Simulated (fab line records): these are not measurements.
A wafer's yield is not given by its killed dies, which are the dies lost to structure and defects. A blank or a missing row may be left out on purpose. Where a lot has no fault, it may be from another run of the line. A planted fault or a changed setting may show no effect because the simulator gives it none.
fab line records	flow n5_finfet
[record] lots = 5	wafers = 14	last_day = 18
route steps=1938 shown PMOS_HMC_CHANNEL_EPI@84 FIN_SAQP@90 STI_FIN_REVEAL@196 PASSIVATION@1936
lots that met no fault: from a run of the same line without faults
start_h: hours from the record's opening day to when the first of the lot's shown wafers began	wait_h: hours from the lot's prior step to this one	" the same as in the row above	L1.1+2: several wafers, shown together as one row	- either no value or no given start	* or withheld: withheld	< > ~ a bound
route shown NAME@n: names a module that has steps shown in the file, with the first one's number in the route	usual: average and standard deviation across the fault-free wafers	same: alike in all rows	chamber/n: place in a boat	sites: each site's reading	_std_site: their standard deviation	_edge_site: outer sites' mean less inner sites'	radius_mm: for every site, how far away it sits from the centre of the wafer	mask NAME#n: copy n	behind: tool/chamber where the wafer was last shaped	hold: the reason the lot was held/the length of the hold in hours/how it ended	device: names the non-switching transistor (n, p or np)	end of line: tests of these same wafers at the route's end	for a step that has no rows: nothing shown but its recipe	killed: not the wafer's yield, but the dies lost to structure and defects at the first sort	map: a wafer's dies, marking killed ones x, the rest . and places with no die _
set.NAME: setting as actually run; set.NAME@STEP: the setting as run at that earlier step	model.NAME: the simulator's own value behind a step, which no gauge read
lots at selected steps of the route; one table per step, one row per wafer
services: a tool's chamber out of use, with start hour (start_h, from the record's first day; less than 0 if before it), hours out, and reason
[[steps]]
[step N5_PMOS_HMC_CHANNEL_EPI_PRECLEAN_37]
[recipe] chemistry = O3/DIW	time_s = 45	temp_c = 22	o3_ppm = 10
[step N5_PMOS_HMC_CHANNEL_EPI_PRECLEAN_24]
[recipe] chemistry = DHF	time_s = 30	temp_c = 25	dilution = withheld
[step N5_PMOS_HMC_CHANNEL_EPI_SRD_25]
[recipe] dry = ipa_marangoni	do_ppb = 5	time_s = 30	temp_c = 23	rinse_liquid = diw
[step N5_PMOS_HMC_CHANNEL_EPI_EPI_26]
[recipe] material = Si	target_thk_a = 38	temp_c = 650	precursor = SiH4/H2	pressure_torr = 20	time_s = 22.7
[step N5_PMOS_HMC_CHANNEL_EPI_INSPECT_30]
[recipe] inspect_instrument = darkfield	mode = post_epi
[usual] raw_defect_count = 18/6
lot.wafer	tool	chamber	start_h	wait_h	raw_defect_count
L150.3	defect_inspect-01	-	25.93	0.0	13
L150.4	"	-	"	"	17
L150.5	"	-	"	"	16
L156.1	defect_inspect-02	-	62.86	0.0	16
L156.2	"	-	"	"	14
L156.3	"	-	"	"	35
L162.5	defect_inspect-01	-	100.17	0.0	15
L162.6	"	-	"	"	15
L171.1	defect_inspect-02	-	152.58	0.0	19
L171.2	"	-	"	"	21
L171.3	"	-	"	"	13
L172.2	defect_inspect-01	-	158.29	0.0	11
L172.5	"	-	"	"	22
L172.6	"	-	"	"	18
[step N5_FIN_SAQP_PRECLEAN_42]
[recipe] chemistry = O3/DIW	time_s = 60	temp_c = 22	o3_ppm = 10
[step N5_FIN_SAQP_PRECLEAN_00]
[recipe] chemistry = SC1	time_s = 60	temp_c = 55	mix = 1:2:50
[step N5_FIN_SAQP_PRECLEAN_44]
[recipe] chemistry = SC2	time_s = 45	temp_c = 35	mix = 1:1:50
[step N5_FIN_SAQP_SRD_01]
[recipe] dry = ipa_marangoni	time_s = 30	temp_c = 23	rinse_liquid = diw
[step N5_FIN_SAQP_ALD_61]
[recipe] material = SiO2	target_thk_a = 40	temp_c = 300	ald_precursor_family = BDEAS	ald_co_reactant = O2-plasma	pulse_time_s = 1	purge_time_s = 2	co_reactant_purge_time_s = 2	ald_cycles = 43	pressure_torr = 2
[usual] heater_power_w = 465/62	precursor_pulse_height_rel = 1.001/0.022	susceptor_temp_C = 300.00/0.18
[same] pulse_time_s = 1	purge_time_s = 2
lot.wafer	tool	chamber	start_h	wait_h	heater_power_w	precursor_pulse_height_rel	since_wet_clean_h	susceptor_temp_C
L150.3	ald_sin-03	1	26.05	0.0	492	1.009	123	300.01
L150.4	"	0	"	"	435	0.982	123	300.07
L150.5	"	3	"	"	395	0.992	-	299.80
L156.1	ald_sin-01	1	62.99	0.0	401	1.010	343	299.75
L156.2	"	0	"	"	401	1.021	343	299.50
L156.3	"	2	"	"	476	0.969	343	300.04
L162.5	ald_sin-01	0	100.38	0.1	404	1.026	-	299.93
L162.6	"	3	"	"	581	0.993	-	299.91
L171.1	ald_sin-01	2	152.71	0.0	448	1.012	53	300.13
L171.2	"	1	"	"	393	1.007	53	299.89
L171.3	"	0	"	"	407	1.013	53	299.87
L172.2	ald_sin-03	1	158.41	0.0	493	1.004	255	299.92
L172.5	"	0	"	"	431	1.026	-	300.05
L172.6	"	1	"	"	492	1.025	-	299.97
[step N5_FIN_SAQP_DENSIFY_62]
[recipe] temp_c = 700	time_s = 60	ambient = N2	idle_temp_c = 600	ramp_up_c_per_s = 150	ramp_down_c_per_s = 60	cool_to_c = 600
[usual] lamp_power_pct = 9.84/0.051	wafer_temp_C_max = 703.3/0.59
lot.wafer	tool	chamber	start_h	wait_h	lamp_power_pct	wafer_temp_C_max
L150.3	rtp_anneal-01	0	26.32	0.2	9.85	702.7
L150.4	"	0	"	"	9.86	703.4
L150.5	"	0	"	"	9.84	703.2
L156.1	rtp_anneal-01	0	63.40	0.3	9.82	704.1
L156.2	"	0	"	"	9.82	703.4
L156.3	"	0	"	"	9.90	702.9
L162.5	rtp_anneal-02	0	100.71	0.2	9.90	703.2
L162.6	"	0	"	"	9.84	702.8
L171.1	rtp_anneal-02	0	152.96	0.2	9.86	703.8
L171.2	"	0	"	"	9.92	703.0
L171.3	"	0	"	"	9.95	703.7
L172.2	rtp_anneal-01	0	158.64	0.1	9.76	703.9
L172.5	"	0	"	"	9.88	703.4
L172.6	"	0	"	"	9.80	704.4
[step N5_FIN_SAQP_HM_DEP_03]
[recipe] material = SiNx	target_thk_a = 380	temp_c = 400	precursor = SiH4/NH3/N2	pressure_torr = 1.5	rf_w = 300	time_s = 33.6
[usual] heater_power_w = 780/88	showerhead_plenum_p_Torr = 5.136/0.029	susceptor_temp_C = 399.97/0.21	throttle_valve_pct = 40.5/1.8
lot.wafer	tool	chamber	start_h	wait_h	heater_power_w	showerhead_plenum_p_Torr	since_wet_clean_h	susceptor_temp_C	throttle_valve_pct	model.SiNx_of_FIN_SAQP_HM_DEP_03.thk_nm
L150.3	pecvd-04	2	26.47	0.1	740	5.126	339	399.58	37.8	37.69
L150.4	"	2	"	"	750	5.128	-	399.85	37.9	38.25
L150.5	"	0	"	"	775	5.114	-	400.23	40.6	37.83
L156.1	pecvd-01	2	63.63	0.2	737	5.145	2036	400.04	39.4	37.84
L156.2	"	1	"	"	793	5.176	1311	400.04	42.1	37.44
L156.3	"	0	"	"	1001	5.147	586	399.95	43.2	37.34
L162.5	pecvd-01	1	100.86	0.1	709	5.182	-	399.58	42.6	36.38
L162.6	"	2	"	"	698	5.134	-	399.85	39.3	38.24
L171.1	pecvd-04	0	153.17	0.2	696	5.112	1220	400.20	40.4	38.4
L171.2	"	1	"	"	710	5.116	1945	400.36	40.2	38.49
L171.3	"	2	"	"	718	5.142	466	400.17	38.6	37.77
L172.2	pecvd-04	0	158.83	0.2	814	5.102	1225	400.19	40.4	37.57
L172.5	"	0	"	"	830	5.104	-	400.28	40.5	38.33
L172.6	"	1	"	"	739	5.122	-	399.73	40.3	38.64
[step N5_FIN_SAQP_THK_MEAS_05]
[usual] thk_nm = 38.1/0.49
lot.wafer	tool	chamber	start_h	wait_h	thk_nm
L150.3	film_metro-02	-	26.56	0.1	37.7
L150.4	"	-	"	"	38.2
L150.5	"	-	"	"	37.8
L156.1	film_metro-02	-	63.72	0.1	37.8
L156.2	"	-	"	"	37.4
L156.3	"	-	"	"	37.3
L162.5	film_metro-02	-	100.93	0.0	36.4
L162.6	"	-	"	"	38.3
L171.1	film_metro-01	-	153.26	0.1	38.4
L171.2	"	-	"	"	38.5
L171.3	"	-	"	"	37.7
L172.2	film_metro-01	-	158.92	0.1	37.6
L172.5	"	-	"	"	38.3
L172.6	"	-	"	"	38.6
[step N5_FIN_SAQP_PECVD_47]
[recipe] material = a-Si	target_thk_a = 450	temp_c = 400	precursor = SiH4/He	pressure_torr = 3	rf_w = 100	time_s = 36.3
[usual] heater_power_w = 842/85	showerhead_plenum_p_Torr = 5.661/0.022	susceptor_temp_C = 399.96/0.21	throttle_valve_pct = 18.4/0.8
lot.wafer	tool	chamber	start_h	wait_h	heater_power_w	showerhead_plenum_p_Torr	since_wet_clean_h	susceptor_temp_C	throttle_valve_pct
L150.3	pecvd-01	2	26.59	0.0	799	5.671	1999	400.22	17.8
L150.4	"	0	"	"	1039	5.670	-	399.83	19.3
L150.5	"	1	"	"	844	5.702	-	399.79	19.2
L156.1	pecvd-04	1	63.75	0.0	817	5.640	1855	400.48	18.4
L156.2	"	2	"	"	739	5.642	376	399.78	17.3
L156.3	"	0	"	"	914	5.661	1130	399.88	18.5
L162.5	pecvd-01	1	101.01	0.1	753	5.692	-	399.99	19.4
L162.6	"	2	"	"	895	5.661	-	400.06	18.1
L171.1	pecvd-02	1	153.30	0.0	853	5.660	1763	399.94	18.9
L171.2	"	2	"	"	774	5.624	284	400.06	17.4
L171.3	"	0	"	"	869	5.676	1038	400.14	19.1
L172.2	pecvd-04	0	158.95	0.0	923	5.650	1225	400.18	18.3
L172.5	"	2	"	"	735	5.666	-	400.33	17.4
L172.6	"	0	"	"	908	5.638	-	399.80	18.5
[step N5_FIN_SAQP_PECVD_48]
[recipe] material = SiNx	target_thk_a = 250	temp_c = 400	precursor = SiH4/NH3/N2	pressure_torr = 1.5	rf_w = 300	time_s = 22.1
[step N5_FIN_SAQP_PECVD_06]
[recipe] material = a-Si	target_thk_a = 600	temp_c = 400	precursor = SiH4/He	pressure_torr = 3	rf_w = 100	time_s = 48.1
[usual] heater_power_w = 839/82	showerhead_plenum_p_Torr = 5.662/0.021	susceptor_temp_C = 399.98/0.23	throttle_valve_pct = 18.4/0.8
lot.wafer	tool	chamber	start_h	wait_h	heater_power_w	showerhead_plenum_p_Torr	since_wet_clean_h	susceptor_temp_C	throttle_valve_pct
L150.3	pecvd-01	2	26.68	0.0	741	5.666	1999	399.72	18.2
L150.4	"	0	"	"	929	5.678	-	400.03	19.4
L150.5	"	1	"	"	862	5.689	-	399.88	19.1
L156.1	pecvd-04	1	63.84	0.0	821	5.642	1855	399.53	18.5
L156.2	"	2	"	"	819	5.666	376	399.68	17.5
L156.3	"	0	"	"	894	5.651	1130	400.38	18.6
L162.5	pecvd-01	1	101.15	0.1	765	5.699	-	399.83	19.3
L162.6	"	2	"	"	756	5.683	-	400.06	18.0
L171.1	pecvd-02	1	153.38	0.0	851	5.656	1764	399.53	19.1
L171.2	"	2	"	"	762	5.618	285	400.12	17.0
L171.3	"	0	"	"	943	5.680	1039	400.19	19.1
L172.2	pecvd-04	0	159.03	0.0	831	5.654	1225	399.75	18.0
L172.5	"	2	"	"	824	5.666	-	400.01	17.7
L172.6	"	0	"	"	832	5.645	-	399.89	18.6
[step N5_FIN_SAQP_THK_MEAS_07]
[usual] thk_nm = 59.9/0.84
lot.wafer	tool	chamber	start_h	wait_h	thk_nm
L150.3	film_metro-01	-	26.77	0.1	59.8
L150.4	"	-	"	"	59.9
L150.5	"	-	"	"	60.5
L156.1	film_metro-01	-	63.92	0.1	59.6
L156.2	"	-	"	"	59.5
L156.3	"	-	"	"	58.9
L162.5	film_metro-02	-	101.21	0.0	59.3
L162.6	"	-	"	"	59.9
L171.1	film_metro-01	-	153.47	0.1	59.3
L171.2	"	-	"	"	61.0
L171.3	"	-	"	"	59.2
L172.2	film_metro-01	-	159.12	0.1	58.8
L172.5	"	-	"	"	60.7
L172.6	"	-	"	"	60.3
[step N5_FIN_SAQP_HM_DEP_72]
[recipe] material = SiO2	target_thk_a = 120	temp_c = 400	precursor = SiH4/N2O	pressure_torr = 0.75	rf_w = 275	time_s = 7.2
[step N5_FIN_SAQP_COAT_49]
[recipe] resist = SOC	temp_c = 250	time_s = 60	spin_rpm = 1500	resist_thk_nm = 100
[step N5_FIN_SAQP_COAT_50]
[recipe] resist = SiARC	temp_c = 220	time_s = 60	spin_rpm = 1500	resist_thk_nm = 35
[step N5_FIN_SAQP_COAT_10]
[recipe] resist = CAR-ArF	spin_rpm = 1500	resist_thk_nm = 90
[step N5_FIN_SAQP_EBR_12]
[recipe] solvent = PGMEA	ebr_width_mm = 1.5
[step N5_FIN_SAQP_SOFTBAKE_11]
[recipe] temp_c = 110	time_s = 60	resist = CAR-ArF
[step N5_FIN_SAQP_EXPOSE_13]
[recipe] mask_id = FIN_CORE	na = 1.35	source_shape = dipole	sigma_inner = 0.538	sigma_outer = 0.738	polarization = te	target_cd_nm = 35.6	dose_mj = 63.25
[step N5_FIN_SAQP_PEB_14]
[recipe] peb_temp_c = withheld	peb_time_s = 60	resist = CAR-ArF
[step N5_FIN_SAQP_DEVELOP_15]
[recipe] develop_time_s = 30	developer = TMAH	resist = CAR-ArF	dev_temp_c = 23	rinse_liquid = diw	dry = air_spin
[step N5_FIN_SAQP_CD_MEAS_16]
[recipe] target_cd_nm = 35.6	landing_energy_ev = 500	detector = se_inlens
[usual] cd_nm = 35.61/0.28
lot.wafer	tool	chamber	start_h	wait_h	cd_nm
L150.3	cd_sem-01	0	27.25	-	35.70
L150.4	"	0	"	"	35.55
L150.5	"	0	"	"	35.80
L156.1	cd_sem-03	0	64.41	-	35.61
L156.2	"	0	"	"	35.50
L156.3	"	0	"	"	35.39
L162.5	cd_sem-02	0	101.70	-	36.03
L162.6	"	0	"	"	35.50
L171.1	cd_sem-01	0	153.95	-	35.62
L171.2	"	0	"	"	35.18
L171.3	"	0	"	"	35.57
L172.2	cd_sem-01	0	159.61	-	35.95
L172.5	"	0	"	"	35.50
L172.6	"	0	"	"	35.38
[step N5_FIN_SAQP_OVL_MEAS_17]
[recipe] points_per_wafer = 44
[usual] FIN_CORE_OVL = 0.1/0.8
lot.wafer	tool	chamber	start_h	wait_h	FIN_CORE_OVL[nm]
L150.3	overlay-02	0	27.29	0.0	1.0
L150.4	"	0	"	"	-0.6
L150.5	"	0	"	"	-0.5
L156.1	overlay-02	0	64.45	0.0	0.3
L156.2	"	0	"	"	0.1
L156.3	"	0	"	"	-0.5
L162.5	overlay-02	0	101.73	0.0	0.9
L162.6	"	0	"	"	0.7
L171.1	overlay-02	0	153.99	0.0	0.9
L171.2	"	0	"	"	-0.1
L171.3	"	0	"	"	0.5
L172.2	overlay-02	0	159.65	0.0	0.9
L172.5	"	0	"	"	0.6
L172.6	"	0	"	"	0.9
[step N5_FIN_SAQP_INSPECT_18]
[recipe] mode = adi	inspect_instrument = brightfield
[usual] raw_defect_count = 439/150
lot.wafer	tool	chamber	start_h	wait_h	raw_defect_count
L150.3	defect_inspect-02	-	27.31	0.0	422
L150.4	"	-	"	"	393
L150.5	"	-	"	"	359
L156.1	defect_inspect-02	-	64.47	0.0	464
L156.2	"	-	"	"	333
L156.3	"	-	"	"	517
L162.5	defect_inspect-02	-	101.76	0.0	641
L162.6	"	-	"	"	848
L171.1	defect_inspect-02	-	154.01	0.0	410
L171.2	"	-	"	"	440
L171.3	"	-	"	"	511
L172.2	defect_inspect-01	-	159.67	0.0	547
L172.5	"	-	"	"	399
L172.6	"	-	"	"	409
[step N5_FIN_SAQP_DESCUM_21]
[recipe] chemistry = O2	time_s = 7.9	source_power_w = 50	bias_power_w = 20	pressure_mtorr = 20	rf_frequency_hz = 2.712e+07	temp_c = 40	resist = CAR-ArF	o2_flow_sccm = 225
[step N5_FIN_SAQP_ETCH_51]
[recipe] chemistry = CF4	target = SiARC	target_depth_a = 455	mask_material = CAR-ArF	time_s = 75.8	ion_energy_ev = 80	pressure_mtorr = 40	source_w = 545	bias_w = 36	Ar_flow_sccm = 100	cf4_flow_sccm = 100	ends = cleared
[step N5_FIN_SAQP_ETCH_52]
[recipe] chemistry = N2/H2	target = SOC	target_depth_a = 1000	overetch_a = 200	mask_material = SiARC	temp_c = 40	time_s = 150	ion_energy_ev = 200	pressure_mtorr = 30	source_w = 840	bias_w = 150	n2_flow_sccm = 200	h2_flow_sccm = 200	ends = end_point
[step N5_FIN_SAQP_STRIP_53]
[recipe] chemistry = N2/H2	temp_c = 40	n2_flow_sccm = 200	h2_flow_sccm = 200	rf_frequency_hz = 6e+07
[step N5_FIN_SAQP_HM_OPEN_73]
[recipe] chemistry = CHF3/O2	target = SiO2	stop_on = a-Si	target_depth_a = 120	over_etch_frac = 1.8	mask_material = SOC	time_s = 16.8	pressure_mtorr = 30	source_w = 650	bias_w = 170	Ar_flow_sccm = 200	CHF3_flow_sccm = 50	O2_flow_sccm = 5	ion_energy_ev = 200	ends = end_point
[step N5_FIN_SAQP_STRIP_74]
[recipe] chemistry = CHF3/O2	resist = SiARC	rf_frequency_hz = 6e+07
[step N5_FIN_SAQP_MANDREL_ETCH_22]
[recipe] target_depth_a = 600	chemistry = HBr/Cl2	target = a-Si	stop_on = SiNx	bt_time_s = 10	over_etch_frac = 0.5	time_s = 30	pressure_mtorr = 10	icp_w = 800	bias_w = 75	HBr_flow_sccm = 150	Cl2_flow_sccm = 80	ends = end_point
[step N5_FIN_SAQP_STRIP_55]
[recipe] chemistry = N2/H2	power_w = 500	temp_c = 40	pressure_mtorr = 50	rf_frequency_hz = 6e+07	overash_fraction = 0.3	bias_power_w = 28	h2_frac = 0.5	n2_flow_sccm = 300	h2_flow_sccm = 300
[step N5_FIN_SAQP_STRIP_23]
[recipe] chemistry = SPM	time_s = 750	temp_c = 130	h2so4_h2o2_vol_ratio = 4
[step N5_FIN_SAQP_SRD_66]
[recipe] dry = ipa_marangoni	time_s = 30	temp_c = 23	rinse_liquid = diw
[step N5_FIN_SAQP_RECESS_75]
[recipe] chemistry = HF/NH3	target = SiO2	target_depth_a = 144	afs_cycles = 3	temp_c = 30	sublimation_temp_c = 180	sublimation_time_s = 60
[step N5_FIN_SAQP_SPACER1_ALD_24]
[recipe] material = SiO2	target_thk_a = 203	temp_c = 300	ald_precursor_family = BDEAS	ald_co_reactant = O2-plasma	pulse_time_s = 1	purge_time_s = 2	co_reactant_purge_time_s = 2	ald_cycles = 218	pressure_torr = 2
[usual] heater_power_w = 480/68	precursor_pulse_height_rel = 1.002/0.018	susceptor_temp_C = 300.03/0.22
[same] pulse_time_s = 1	purge_time_s = 2
lot.wafer	tool	chamber	start_h	wait_h	heater_power_w	precursor_pulse_height_rel	since_wet_clean_h	susceptor_temp_C
L150.3	ald_sin-01	1	28.83	0.1	396	0.966	309	300.30
L150.4	"	2	"	"	462	0.998	309	299.81
L150.5	"	3	"	"	597	0.999	-	300.19
L156.1	ald_sin-04	3	65.59	0.3	413	1.013	254	299.92
L156.2	"	2	"	"	546	0.999	254	300.01
L156.3	"	0	"	"	445	0.992	254	299.86
L162.5	ald_sin-04	2	103.35	0.4	556	1.004	-	299.93
L162.6	"	1	"	"	579	1.009	-	299.71
L171.1	ald_sin-04	3	155.21	0.3	416	1.018	343	300.45
L171.2	"	2	"	"	553	1.038	343	299.63
L171.3	"	1	"	"	574	1.037	343	300.09
L172.2	ald_sin-04	3	161.37	0.3	413	0.983	350	299.91
L172.5	"	3	"	"	425	1.024	-	299.79
L172.6	"	2	"	"	554	0.982	-	299.90
[step N5_FIN_SAQP_HM_OPEN_33]
[recipe] chemistry = CH3F/O2	target = SiNx	mask_material = SiO2	target_depth_a = 494	time_s = 70.6	pressure_mtorr = 30	source_w = 395	bias_w = 73	Ar_flow_sccm = 150	CH3F_flow_sccm = 30	O2_flow_sccm = 20	ion_energy_ev = 120	ends = cleared
[usual] CH3F_flow_sccm = 29.99/0.091	drypump_motor_current_A = 5.62/0.29	etch_rf_on_time_s = 69.9/1.1	oes_product_au = 0.67/0.083	rf_vpp_V = 298/3.1	showerhead_plenum_p_Torr = 2.01/0.081	throttle_valve_pct = 16.39/0.23
lot.wafer	tool	chamber	start_h	wait_h	CH3F_flow_sccm	drypump_motor_current_A	etch_rf_on_time_s	oes_product_au	rf_hours_counter_h	rf_vpp_V	showerhead_plenum_p_Torr	throttle_valve_pct	model.etch.depth_nm
L150.3	rie_diel-05	0	31.34	0.0	30.06	5.60	68.4	0.67	125	296	2.01	16.33	37.07
L150.4	"	2	"	"	29.79	4.91	70.0	0.59	235	294	2.05	16.20	37.62
L150.5	"	3	"	"	29.93	5.54	70.1	0.58	-	292	1.90	16.54	37.2
L156.1	rie_diel-01	1	68.11	0.0	29.90	5.98	68.6	0.68	97	297	1.93	16.22	37.21
L156.2	"	0	"	"	30.02	5.66	69.5	0.68	106	299	1.94	16.34	36.81
L156.3	"	3	"	"	30.04	5.45	68.3	0.73	43	297	1.95	16.26	36.72
L162.5	rie_diel-03	2	105.88	0.1	30.06	5.50	67.2	0.60	-	299	2.07	16.81	35.75
L162.6	"	3	"	"	29.86	5.69	70.1	0.62	-	296	1.90	16.46	37.61
L171.1	rie_diel-05	1	157.75	0.0	30.06	5.78	68.9	0.85	1	300	1.97	16.03	37.75
L171.2	"	0	"	"	29.95	5.60	70.9	0.64	164	296	1.99	16.40	37.86
L171.3	"	3	"	"	30.19	5.54	68.7	0.77	31	297	2.13	16.15	37.01
L172.2	rie_diel-05	3	164.16	0.1	29.82	5.54	68.6	0.77	34	296	2.13	16.15	36.94
L172.5	"	1	"	"	29.90	5.77	68.2	0.84	-	300	1.97	16.07	37.57
L172.6	"	0	"	"	29.85	5.55	71.2	0.64	-	296	1.99	16.41	38.01
[step N5_STI_FIN_REVEAL_RECESS_09]
[recipe] chemistry = HF/NH3	target = SiO2	afs_cycles = 11	target_depth_a = 425	temp_c = 30	sublimation_temp_c = 180	sublimation_time_s = 60
[usual] drypump_motor_current_A = 5.68/0.22
[same] afs_cycles = 11	sublimation_time_s = 60
lot.wafer	tool	chamber	start_h	wait_h	drypump_motor_current_A	model.SiNx_of_FIN_SAQP_HM_DEP_03.thk_nm
L150.3	vapor_etch-01	0	40.09	0.6	5.42	17.8
L150.4	"	1	"	"	5.51	18.8
L150.5	"	1	"	"	5.57	18
L156.1	vapor_etch-02	0	76.19	0.0	5.94	18.2
L156.2	"	1	"	"	5.82	17.2
L156.3	"	0	"	"	5.94	17.4
L162.5	vapor_etch-01	1	115.43	1.4	5.55	16.4
L162.6	"	0	"	"	5.42	18.4
L171.1	vapor_etch-02	1	166.06	0.0	5.78	19
L171.2	"	0	"	"	5.97	18.8
L171.3	"	1	"	"	5.79	17.8
L172.2	vapor_etch-01	1	172.26	0.0	5.56	18
L172.5	"	0	173.32	1.1	5.44	18.6
L172.6	"	1	"	"	5.53	19
[step N5_PASSIVATION_PROBE_49]
[usual] killed_at_M0_to_M3 = 34/9.9	killed_at_M4_up = 14/5.7	killed_at_contacts = 13/6.3	killed_at_front_end = 39/9.9	killed_at_other = 3.7/2.8	killed_dies = 104/15	killed_on_rim = 14/3.8	killed_open = 68/12	killed_short = 34/6.7
[same] gross_dies = 1180	killed_at_back_side = 0
lot.wafer	tool	chamber	start_h	wait_h	killed_at_M0_to_M3	killed_at_M4_up	killed_at_contacts	killed_at_front_end	killed_at_other	killed_dies	killed_on_rim	killed_open	killed_short
L150.3	prober-01	-	288.04	0.1	33	35	13	30	1	112	13	66	45
L150.4	prober-01	-	288.09	0.2	29	22	13	22	6	92	10	61	30
L150.5	prober-01	-	288.14	0.2	21	34	10	44	6	115	19	77	37
L156.1	prober-01	-	330.12	0.0	28	11	7	41	4	91	11	49	37
L156.2	prober-01	-	330.17	0.1	31	21	16	46	2	116	17	72	43
L156.3	prober-01	-	330.22	0.1	30	12	8	43	5	98	11	59	37
L162.5	prober-02	-	382.30	0.2	16	9	15	55	6	101	10	69	28
L162.6	prober-02	-	382.35	0.3	23	11	22	37	1	94	14	67	24
L171.1	prober-01	-	430.69	0.0	30	14	11	37	0	92	15	62	24
L171.2	prober-01	-	430.74	0.1	35	11	13	18	2	79	15	54	22
L171.3	prober-01	-	430.79	0.1	36	21	8	39	2	106	13	77	28
// killed by level:class
L150.3 BEOL_M4:geometric_particle:open=13 MOL_CONTACT_COAG:geometric_particle:open=8 BEOL_M4:geometric_particle:short=8 FIN_SAQP:geometric_particle:short=7 BEOL_M0:geometric_particle:open=7 BEOL_M1:geometric_particle:open=7 FIN_SAQP:geometric_particle:open=5 MOL_CONTACT_COAG:geometric_particle:short=5
L150.4 BEOL_M4:geometric_particle:open=13 BEOL_M0_SAQP:geometric_particle:open=12 MOL_CONTACT_COAG:geometric_particle:open=9 FIN_SAQP:geometric_particle:short=5 BEOL_M0_SAQP:geometric_particle:short=5 BEOL_M4:geometric_particle:short=5 FIN_SAQP:geometric_particle:open=4 MOL_CONTACT_COAG:geometric_particle:short=4
L150.5 BEOL_M4:geometric_particle:open=18 FIN_SAQP:geometric_particle:short=14 MOL_CONTACT_COAG:geometric_particle:open=10 FIN_SAQP:geometric_particle:open=7 BEOL_M3:geometric_particle:open=6 BEOL_M4:geometric_particle:short=6 STARTING-WAFER:geometric_particle:open=6 STI_FIN_REVEAL:geometric_particle:open=5
L156.1 FIN_SAQP:geometric_particle:open=9 BEOL_M0_SAQP:geometric_particle:short=9 FIN_SAQP:geometric_particle:short=7 MOL_CONTACT_COAG:geometric_particle:open=7 BEOL_M4:geometric_particle:open=5 BEOL_M3:geometric_particle:open=5 HKMG_FIN:area_etch=5 DUMMY_GATE:geometric_particle:open=4
L156.2 FIN_SAQP:geometric_particle:open=11 MOL_CONTACT_COAG:geometric_particle:open=11 BEOL_M4:geometric_particle:open=11 FIN_SAQP:geometric_particle:short=10 BEOL_M0_SAQP:geometric_particle:short=7 BEOL_M3:geometric_particle:open=7 BEOL_M1:geometric_particle:open=6 DUMMY_GATE:geometric_particle:open=5
L156.3 FIN_SAQP:geometric_particle:open=18 FIN_SAQP:geometric_particle:short=12 BEOL_M3:geometric_particle:open=10 BEOL_M4:geometric_particle:open=8 MOL_CONTACT_COAG:geometric_particle:open=6 BEOL_M0_SAQP:geometric_particle:short=5 STARTING-WAFER:geometric_particle:short=4 BEOL_M0_SAQP:geometric_particle:open=3
L162.5 STI_FIN_REVEAL:geometric_particle:open=18 MOL_CONTACT_COAG:geometric_particle:open=13 FIN_SAQP:geometric_particle:short=7 BEOL_M3:geometric_particle:open=7 FIN_SAQP:geometric_particle:open=6 STI_FIN_REVEAL:geometric_particle:short=4 GATE_CUT:geometric_particle:open=4 ILD0:geometric_particle:short=3
L162.6 STI_FIN_REVEAL:geometric_particle:open=18 MOL_CONTACT_COAG:geometric_particle:open=18 BEOL_M3:geometric_particle:open=6 STI_FIN_REVEAL:geometric_particle:short=4 BEOL_M0_SAQP:geometric_particle:open=4 GATE_CUT:geometric_particle:short=3 BEOL_M0_SAQP:geometric_particle:short=3 MOL_CONTACT_COAG:geometric_particle:short=3
L171.1 STI_FIN_REVEAL:geometric_particle:open=11 MOL_CONTACT_COAG:geometric_particle:open=10 BEOL_M2:geometric_particle:open=8 BEOL_M4:geometric_particle:open=5 BEOL_M3:geometric_particle:open=5 STI_FIN_REVEAL:geometric_particle:short=4 BEOL_M0_SAQP:geometric_particle:short=4 STARTING-WAFER:geometric_particle:short=4
L171.2 MOL_CONTACT_COAG:geometric_particle:open=7 BEOL_M2:geometric_particle:open=7 MOL_CONTACT_COAG:geometric_particle:short=6 BEOL_M1:geometric_particle:open=6 BEOL_M0_SAQP:geometric_particle:open=5 BEOL_M3:geometric_particle:open=5 BEOL_M4:geometric_particle:open=5 STI_FIN_REVEAL:geometric_particle:open=4
L171.3 BEOL_M4:geometric_particle:open=12 BEOL_M1:geometric_particle:open=10 DUMMY_GATE:geometric_particle:open=9 BEOL_M2:geometric_particle:open=8 MOL_CONTACT_COAG:geometric_particle:open=6 STARTING-WAFER:geometric_particle:open=6 STI_FIN_REVEAL:geometric_particle:open=4 DUMMY_GATE:geometric_particle:short=4
[[services]]
tool	chamber	start_h	hours	kind
pecvd-04	1	2.73	4.5	repair
ald_sin-04	-	4.58	0.5	repair
ald_sin-01	2	5.23	9.6	repair
ald_sin-01	-	12.45	0.9	repair
pecvd-02	1	21.47	4.6	repair
ald_sin-03	3	26.27	5.5	repair
rie_diel-01	2	27.30	12.7	repair
ald_sin-01	0	32.23	10.7	repair
rie_diel-05	3	36.17	4.6	repair
rie_diel-01	0	38.78	9.7	repair
rie_diel-05	0	50.46	10.7	repair
ald_sin-03	3	53.96	2.6	repair
rtp_anneal-02	-	59.10	4.1	pm
pecvd-01	-	70.81	6.0	pm
rie_diel-05	-	81.03	0.2	repair
ald_sin-01	-	85.90	14.0	pm
rie_diel-01	-	89.84	2.8	pm
pecvd-01	0	98.69	8.8	repair
ald_sin-04	3	100.14	9.7	repair
rtp_anneal-01	-	122.94	4.1	pm
pecvd-01	-	131.70	0.8	repair
rie_diel-05	0	142.77	7.4	repair
pecvd-02	1	146.80	5.9	repair
pecvd-01	0	165.07	5.7	repair
[[key]]
[first_sign] step = N5_FIN_SAQP_THK_MEAS_05	reading = thk_nm	direction = down	sigmas = 3.5	usual = *	struck = *
effect none on later readings
[model_effect] step = N5_FIN_SAQP_HM_DEP_03	value = SiNx_of_FIN_SAQP_HM_DEP_03.thk_nm	without = 37.96	struck = 36.38
[model_effect] step = N5_FIN_SAQP_HM_OPEN_33	value = etch.depth_nm	without = 37.33	struck = 35.75
[model_effect] step = N5_STI_FIN_REVEAL_RECESS_09	value = SiNx_of_FIN_SAQP_HM_DEP_03.thk_nm	without = 18	struck = 16.4
met_at N5_FIN_SAQP_HM_DEP_03
struck_wafers L162.5
tester_left_out L162
onset_between 63.63 100.86
[fault] kind = process_parameter_drift	tool = pecvd-01	chamber = -	onset_h = 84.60	steps = N5_FIN_SAQP_HM_DEP_03	channel = target_thk_a	offset = *	shape = step	end_h = 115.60	scope = struck_wafers_only	acts_in = *	stated = *
// tester_left_out: of these lots the tester's yield and bins aren't shown, on N5 and GAA mostly nor the transistor test; their killed dies are dies lost to structure and defects alone, not to doping, threshold or leakage, so they don't give the yield
